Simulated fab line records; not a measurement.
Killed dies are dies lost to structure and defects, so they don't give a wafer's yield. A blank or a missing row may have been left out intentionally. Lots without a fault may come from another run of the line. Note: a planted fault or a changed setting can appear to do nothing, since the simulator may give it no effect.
fab line records ; flow n5_finfet
record lots=7; wafers=19; last_day=18
route steps=1938 shown MOL_CONTACT_COAG@539 BEOL_M4@1111
lots with no fault: from the same line, run without faults
start_h: hours from the record's first day to the start of the lot's first wafer shown ; wait_h: hours elapsed since this lot's preceding step ; " the same as in the row above ; L1.1+2: one row covering several wafers at once ; - either no value or no given start ; * or withheld: withheld ; < > ~ a bound
route shown NAME@n: a module of which the file shows steps, and the number in the route of the first ; usual: the fault-free wafers' mean and standard deviation ; same: alike in all rows ; chamber/n: place in a boat ; sites: each site's reading ; _std_site: the standard deviation of these ; _edge_site: inner sites' mean taken away from outer sites' mean ; radius_mm: how far each site lies from the wafer's centre ; mask NAME#n: copy n ; behind: the most recent tool/chamber to have shaped the wafer ; hold: cause of the lot's hold/its duration in hours/its outcome ; device: the n, p or np transistor that did not switch ; end of line: the same wafers' tests at the end of the route ; where a step has no rows: the recipe by itself ; killed: count of dies lost to structure and defects at first sort (not the wafer's yield) ; map: dies across one wafer; x = killed, . = not, _ = none there
set.NAME: the run value of the setting; set.NAME@STEP: its run value at that earlier step ; model.NAME: the simulator's own value behind a step, which no gauge read
certain route steps with their lots: each step a table, each wafer a row
services: the hour from which a tool's chamber was out of use, counted from the record's first day as start_h (under 0 if before that day), plus the number of hours and why
## steps
# step N5_MOL_CONTACT_COAG_STRIP_98
# recipe chemistry=N2/H2; power_w=500; temp_c=40; pressure_mtorr=50; rf_frequency_hz=6e+07; overash_fraction=0.3; bias_power_w=8; h2_frac=0.5; n2_flow_sccm=300; h2_flow_sccm=300
# step N5_MOL_CONTACT_COAG_CD_MEAS_99
# recipe target_cd_nm=17.2; polarity=opening
# usual cd_nm=17.1/0.31
lot.wafer;tool;chamber;start_h;wait_h;cd_nm
L975.1;cd_sem-01;-;91.03;-;17.3
L975.2;cd_sem-01;-;91.03;-;17.0
L975.3;cd_sem-01;-;91.03;-;17.2
L981.1;cd_sem-03;-;131.62;-;16.8
L981.3;cd_sem-03;-;131.62;-;17.0
L981.4;cd_sem-03;-;131.62;-;17.0
L983.2;cd_sem-01;-;138.27;-;16.9
L983.4;cd_sem-01;-;138.27;-;17.1
L983.6;cd_sem-01;-;138.27;-;17.2
L984.2;cd_sem-03;-;144.11;-;17.4
L984.6;cd_sem-03;-;144.11;-;16.9
L988.2;cd_sem-01;-;165.11;-;17.3
L988.6;cd_sem-01;-;165.11;-;17.0
L996.1;cd_sem-01;-;224.70;-;16.9
L996.5;cd_sem-01;-;224.70;-;17.1
L996.6;cd_sem-01;-;224.70;-;17.3
L998.1;cd_sem-01;-;234.09;-;17.4
L998.3;cd_sem-01;-;234.09;-;17.9
L998.6;cd_sem-01;-;234.09;-;17.7
# step N5_MOL_CONTACT_COAG_IMPLANT_129
# recipe species=Ge; energy_kev=3; dose_cm2=6e+14; tilt_deg=0; rotation_deg=0
# step N5_MOL_CONTACT_COAG_PRECLEAN_111
# recipe chemistry=NF3:NH3; afs_cycles=1; temp_c=30; time_s=20; sublimation_temp_c=180; sublimation_time_s=60; pressure_torr=3; rf_power_w=30
# step N5_MOL_CONTACT_COAG_TI_SIL_19
# recipe material=Ti; target_thk_a=42; temp_c=200; chamber_pressure_pa=5; power_w=5000; time_s=15
# usual throttle_valve_pct=29.6/1.2
lot.wafer;tool;chamber;start_h;wait_h;throttle_valve_pct
L975.1;pvd_sputter-01;-;91.48;0.2;28.6
L975.2;pvd_sputter-01;-;91.48;0.2;29.6
L975.3;pvd_sputter-01;-;91.48;0.2;31.1
L981.1;pvd_sputter-02;-;132.15;0.2;31.5
L981.3;pvd_sputter-02;-;132.15;0.2;29.1
L981.4;pvd_sputter-02;-;132.15;0.2;27.9
L983.2;pvd_sputter-01;-;138.97;0.2;31.1
L983.4;pvd_sputter-01;-;138.97;0.2;29.8
L983.6;pvd_sputter-01;-;138.97;0.2;28.1
L984.2;pvd_sputter-02;-;144.98;0.2;31.4
L984.6;pvd_sputter-02;-;144.98;0.2;31.3
L988.2;pvd_sputter-01;-;165.56;0.1;28.5
L988.6;pvd_sputter-01;-;165.56;0.1;28.3
L996.1;pvd_sputter-03;-;225.50;0.3;29.8
L996.5;pvd_sputter-03;-;225.50;0.3;28.0
L996.6;pvd_sputter-03;-;225.50;0.3;30.4
L998.1;pvd_sputter-03;-;234.96;0.6;30.9
L998.3;pvd_sputter-03;-;234.96;0.6;28.2
L998.6;pvd_sputter-03;-;234.96;0.6;30.4
# step N5_MOL_CONTACT_COAG_ALD_20
# recipe material=TiN; target_thk_a=15; temp_c=400; ald_precursor_family=TiCl4; ald_co_reactant=NH3; pulse_time_s=1; purge_time_s=3; co_reactant_purge_time_s=2; co_reactant_pulse_time_s=2; ald_cycles=68; pressure_torr=3
# usual heater_power_w=927/110; precursor_pulse_height_rel=1.001/0.02
lot.wafer;tool;chamber;start_h;wait_h;heater_power_w;precursor_pulse_height_rel
L975.1;ald_metal-02;0;91.60;0.1;804;1.021
L975.2;ald_metal-02;1;91.60;0.1;950;0.960
L975.3;ald_metal-02;2;91.60;0.1;864;1.011
L981.1;ald_metal-02;0;132.27;0.1;839;1.000
L981.3;ald_metal-02;2;132.27;0.1;862;1.017
L981.4;ald_metal-02;1;132.27;0.1;933;0.982
L983.2;ald_metal-02;1;139.17;0.2;946;0.989
L983.4;ald_metal-02;2;139.17;0.2;861;1.007
L983.6;ald_metal-02;2;139.17;0.2;868;0.999
L984.2;ald_metal-03;0;145.10;0.1;777;0.961
L984.6;ald_metal-03;2;145.10;0.1;806;0.994
L988.2;ald_metal-01;0;165.68;0.1;1059;1.014
L988.6;ald_metal-01;0;165.68;0.1;1085;0.994
L996.1;ald_metal-01;3;225.62;0.1;853;1.001
L996.5;ald_metal-01;1;225.62;0.1;1081;1.003
L996.6;ald_metal-01;2;225.62;0.1;863;1.021
L998.1;ald_metal-01;3;235.08;0.1;832;0.979
L998.3;ald_metal-01;2;235.08;0.1;864;0.996
L998.6;ald_metal-01;2;235.08;0.1;859;0.991
# step N5_MOL_CONTACT_COAG_SIL_ANNEAL_21
# recipe temp_c=550; time_s=60; ambient=N2
# step N5_MOL_CONTACT_COAG_PRE_CLEAN_141
# recipe gas=H2/He; time_s=60; temp_c=300
# usual heater_power_w=477/55
lot.wafer;tool;chamber;start_h;wait_h;heater_power_w
L975.1;pvd_sputter-02;-;92.57;0.6;503
L975.2;pvd_sputter-02;-;92.57;0.6;395
L975.3;pvd_sputter-02;-;92.57;0.6;449
L981.1;pvd_sputter-01;-;132.97;0.3;500
L981.3;pvd_sputter-01;-;132.97;0.3;528
L981.4;pvd_sputter-01;-;132.97;0.3;468
L983.2;pvd_sputter-03;-;140.69;1.1;407
L983.4;pvd_sputter-03;-;140.69;1.1;508
L983.6;pvd_sputter-03;-;140.69;1.1;512
L984.2;pvd_sputter-03;-;146.03;0.5;495
L984.6;pvd_sputter-03;-;146.03;0.5;494
L988.2;pvd_sputter-01;-;166.34;0.2;502
L988.6;pvd_sputter-01;-;166.34;0.2;469
L996.1;pvd_sputter-02;-;229.21;3.2;535
L996.5;pvd_sputter-02;-;229.21;3.2;614
L996.6;pvd_sputter-02;-;229.21;3.2;441
L998.1;pvd_sputter-01;-;236.88;1.4;490
L998.3;pvd_sputter-01;-;236.88;1.4;450
L998.6;pvd_sputter-01;-;236.88;1.4;468
# step N5_MOL_CONTACT_COAG_SPUTTER_143
# recipe material=Co; target_thk_a=25; temp_c=25; chamber_pressure_pa=0.2
# usual throttle_valve_pct=29.7/1.2
lot.wafer;tool;chamber;start_h;wait_h;throttle_valve_pct
L975.1;pvd_sputter-02;-;92.63;0.0;31.1
L975.2;pvd_sputter-02;-;92.63;0.0;28.9
L975.3;pvd_sputter-02;-;92.63;0.0;31.0
L981.1;pvd_sputter-01;-;133.03;0.0;28.2
L981.3;pvd_sputter-01;-;133.03;0.0;31.1
L981.4;pvd_sputter-01;-;133.03;0.0;28.1
L983.2;pvd_sputter-03;-;140.75;0.0;27.9
L983.4;pvd_sputter-03;-;140.75;0.0;30.5
L983.6;pvd_sputter-03;-;140.75;0.0;30.3
L984.2;pvd_sputter-03;-;146.09;0.0;30.2
L984.6;pvd_sputter-03;-;146.09;0.0;30.2
L988.2;pvd_sputter-01;-;166.40;0.0;28.1
L988.6;pvd_sputter-01;-;166.40;0.0;28.1
L996.1;pvd_sputter-02;-;229.27;0.0;31.2
L996.5;pvd_sputter-02;-;229.27;0.0;28.1
L996.6;pvd_sputter-02;-;229.27;0.0;30.6
L998.1;pvd_sputter-01;-;236.94;0.0;28.3
L998.3;pvd_sputter-01;-;236.94;0.0;29.7
L998.6;pvd_sputter-01;-;236.94;0.0;28.4
# step N5_MOL_CONTACT_COAG_CO_FILL_22
# recipe material=Co; target_thk_a=200; temp_c=200; precursor=CCTBA/H2; pressure_torr=30
# step N5_MOL_CONTACT_COAG_ANNEAL_113
# recipe temp_c=400; time_s=300; ambient=H2/N2
# usual anneal_temp_c=400.01/0.22; lamp_power_pct=2.99/0.092; lamp_zone_6_pct=2.96/0.09; lamp_zone_7_pct=3.14/0.096; wafer_temp_C_max=401.5/0.38
lot.wafer;tool;chamber;start_h;wait_h;anneal_temp_c;lamp_power_pct;lamp_zone_6_pct;lamp_zone_7_pct;wafer_temp_C_max
L975.1;rtp_anneal-02;0;93.60;0.6;400.01;2.89;2.86;3.03;401.9
L975.2;rtp_anneal-02;0;93.60;0.6;399.84;2.89;2.86;3.04;401.8
L975.3;rtp_anneal-02;0;93.60;0.6;400.00;2.89;2.86;3.04;401.8
L981.1;rtp_anneal-02;0;134.07;0.6;400.19;2.89;2.86;3.03;401.3
L981.3;rtp_anneal-02;0;134.07;0.6;400.06;2.89;2.86;3.04;401.6
L981.4;rtp_anneal-02;0;134.07;0.6;400.16;2.89;2.86;3.03;401.3
L983.2;rtp_anneal-02;0;141.64;0.5;400.18;2.89;2.86;3.03;401.2
L983.4;rtp_anneal-02;0;141.64;0.5;400.00;2.89;2.86;3.05;401.6
L983.6;rtp_anneal-02;0;141.64;0.5;400.09;2.89;2.86;3.03;401.2
L984.2;rtp_anneal-01;0;147.07;0.6;399.90;3.08;3.04;3.23;401.4
L984.6;rtp_anneal-01;0;147.07;0.6;399.91;3.07;3.04;3.23;401.1
L988.2;rtp_anneal-02;0;167.29;0.5;399.79;2.89;2.86;3.04;401.7
L988.6;rtp_anneal-02;0;167.29;0.5;399.85;2.89;2.86;3.04;401.6
L996.1;rtp_anneal-01;0;230.00;0.3;399.72;3.07;3.04;3.24;401.3
L996.5;rtp_anneal-01;0;230.00;0.3;399.70;3.08;3.04;3.23;401.8
L996.6;rtp_anneal-01;0;230.00;0.3;399.92;3.07;3.04;3.23;401.4
L998.1;rtp_anneal-01;0;237.67;0.3;400.13;3.07;3.05;3.23;401.2
L998.3;rtp_anneal-01;0;237.67;0.3;400.33;3.08;3.04;3.23;402.0
L998.6;rtp_anneal-01;0;237.67;0.3;400.22;3.07;3.04;3.23;401.5
# step N5_MOL_CONTACT_COAG_PRE_CLEAN_142
# recipe gas=H2/He; time_s=60; temp_c=300
# step N5_MOL_CONTACT_COAG_SPUTTER_130
# recipe material=Co; target_thk_a=475; temp_c=25; chamber_pressure_pa=0.5; power_w=3000
# usual throttle_valve_pct=29.6/1.2
lot.wafer;tool;chamber;start_h;wait_h;throttle_valve_pct;model.Co_of_MOL_CONTACT_COAG_SPUTTER_130.thk_nm
L975.1;pvd_sputter-01;-;96.09;0.0;29.6;46.8
L975.2;pvd_sputter-01;-;96.09;0.0;28.2;47.2
L975.3;pvd_sputter-01;-;96.09;0.0;31.0;47.2
L981.1;pvd_sputter-01;-;136.87;0.0;31.4;47.8
L981.3;pvd_sputter-01;-;136.87;0.0;29.5;47.6
L981.4;pvd_sputter-01;-;136.87;0.0;28.1;48.6
L983.2;pvd_sputter-01;-;145.69;0.0;28.0;48.2
L983.4;pvd_sputter-01;-;145.69;0.0;31.0;61.4
L983.6;pvd_sputter-01;-;145.69;0.0;30.8;61
L984.2;pvd_sputter-01;-;149.07;0.0;28.2;48.4
L984.6;pvd_sputter-01;-;149.07;0.0;30.8;61.8
L988.2;pvd_sputter-01;-;168.13;0.0;29.8;47.6
L988.6;pvd_sputter-01;-;168.13;0.0;28.2;61.6
L996.1;pvd_sputter-01;-;233.04;0.0;28.3;48
L996.5;pvd_sputter-01;-;233.04;0.0;30.9;47.6
L996.6;pvd_sputter-01;-;233.04;0.0;28.6;47.8
L998.1;pvd_sputter-03;-;240.08;0.0;30.6;47.4
L998.3;pvd_sputter-03;-;240.08;0.0;27.9;47.2
L998.6;pvd_sputter-03;-;240.08;0.0;30.4;46.8
# step N5_MOL_CONTACT_COAG_PRECLEAN_125
# recipe chemistry=DIW; time_s=57.5; temp_c=23
# step N5_BEOL_M4_RC_MEAS_101
# usual DIBL_N=36.0/1.9; DIBL_P=36.0/2.1; IOFF_N=0.155/0.029; IOFF_P=0.20/0.032; ION_N=672/11; ION_P=461/6.9; SS_N=71.5/0.58; SS_P=73.2/0.64; VT_N=250.4/2.9; VT_P=-251.0/2.8
lot.wafer;tool;chamber;start_h;wait_h;DIBL_N[mV/V];DIBL_P[mV/V];IOFF_N[nA/um];IOFF_P[nA/um];ION_N[uA/um];ION_P[uA/um];SS_N[mV/dec];SS_P[mV/dec];VT_N[mV];VT_P[mV]
L975.1;prober-02;0;179.89;0.0;35.1;34.2;0.126;0.16;654;438;71.7;72.7;255.4;-258.2
L975.2;prober-02;0;179.89;0.0;34.4;34.5;0.125;0.15;663;452;70.8;72.5;252.5;-258.4
L975.3;prober-02;0;179.89;0.0;34.0;34.4;0.124;0.16;672;456;71.2;72.5;251.0;-254.6
L981.1;prober-01;0;220.92;0.0;37.8;36.4;0.168;0.19;679;460;71.7;73.3;248.7;-252.0
L981.3;prober-01;0;220.92;0.0;36.2;34.2;0.133;0.16;669;448;71.5;72.6;255.7;-254.7
L981.4;prober-01;0;220.92;0.0;35.9;33.9;0.140;0.16;670;459;71.5;72.9;249.4;-253.7
L983.2;prober-01;0;227.88;0.2;37.2;37.0;0.164;0.22;671;462;71.2;72.5;249.3;-249.2
L983.4;prober-01;0;227.88;0.2;40.0;40.8;0.235;0.28;695;472;72.2;74.4;245.7;-246.3
L983.6;prober-01;0;227.88;0.2;37.9;37.3;0.178;0.22;687;465;71.7;73.0;249.5;-248.8
L984.2;prober-01;0;241.12;0.2;32.8;32.3;0.099;0.15;644;448;70.2;72.5;257.9;-254.0
L984.6;prober-01;0;241.12;0.2;34.1;34.3;0.123;0.17;651;454;72.0;72.1;256.5;-250.7
L988.2;prober-01;0;246.66;0.2;34.3;34.8;0.159;0.19;681;464;71.5;73.5;248.2;-253.9
L988.6;prober-01;0;246.66;0.2;35.7;35.8;0.171;0.20;673;459;71.9;73.3;249.8;-253.1
L998.1;prober-01;0;311.35;0.0;35.8;33.2;0.143;0.18;661;453;71.0;73.1;250.2;-253.6
L998.3;prober-01;0;311.35;0.0;37.8;36.0;0.173;0.22;665;453;72.0;74.1;247.7;-250.3
L998.6;prober-01;0;311.35;0.0;38.5;37.5;0.198;0.25;685;465;72.1;74.3;247.6;-248.4
L996.1;prober-02;0;311.89;0.0;34.8;34.8;0.151;0.21;676;463;71.3;72.6;251.0;-250.0
L996.5;prober-02;0;311.89;0.0;33.5;33.6;0.134;0.19;677;468;71.2;72.5;252.4;-247.9
L996.6;prober-02;0;311.89;0.0;33.5;33.8;0.130;0.18;673;463;71.0;71.8;253.3;-252.4
## services
tool;chamber;start_h;hours;kind
ald_metal-02;3;85.05;15.9;repair
pvd_sputter-02;-;85.31;2.8;repair
ald_metal-01;-;107.07;0.8;repair
ald_metal-03;1;110.48;4.2;repair
ald_metal-01;-;120.21;0.5;repair
pvd_sputter-03;-;137.72;2.9;repair
pvd_sputter-03;-;164.10;7.1;repair
ald_metal-01;-;183.99;0.9;repair
ald_metal-03;-;187.71;1.8;repair
ald_metal-02;3;197.98;17.2;repair
ald_metal-02;1;219.92;10.1;repair
ald_metal-02;-;224.23;4.3;pm
## key
first_sign none at tools or gauges
model_effect step=N5_MOL_CONTACT_COAG_SPUTTER_130; value=Co_of_MOL_CONTACT_COAG_SPUTTER_130.thk_nm; without=47.65; struck=61.45
met_at N5_MOL_CONTACT_COAG_SPUTTER_130
struck_wafers L983.4,L983.6,L984.6,L988.6
onset_between 136.87 145.69
fault kind=process_parameter_drift; tool=pvd_sputter-01; chamber=-; onset_h=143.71; steps=N5_MOL_CONTACT_COAG_SPUTTER_130; channel=target_thk_a; offset=*; shape=step; end_h=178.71; scope=struck_wafers_only; acts_in=*; stated=*
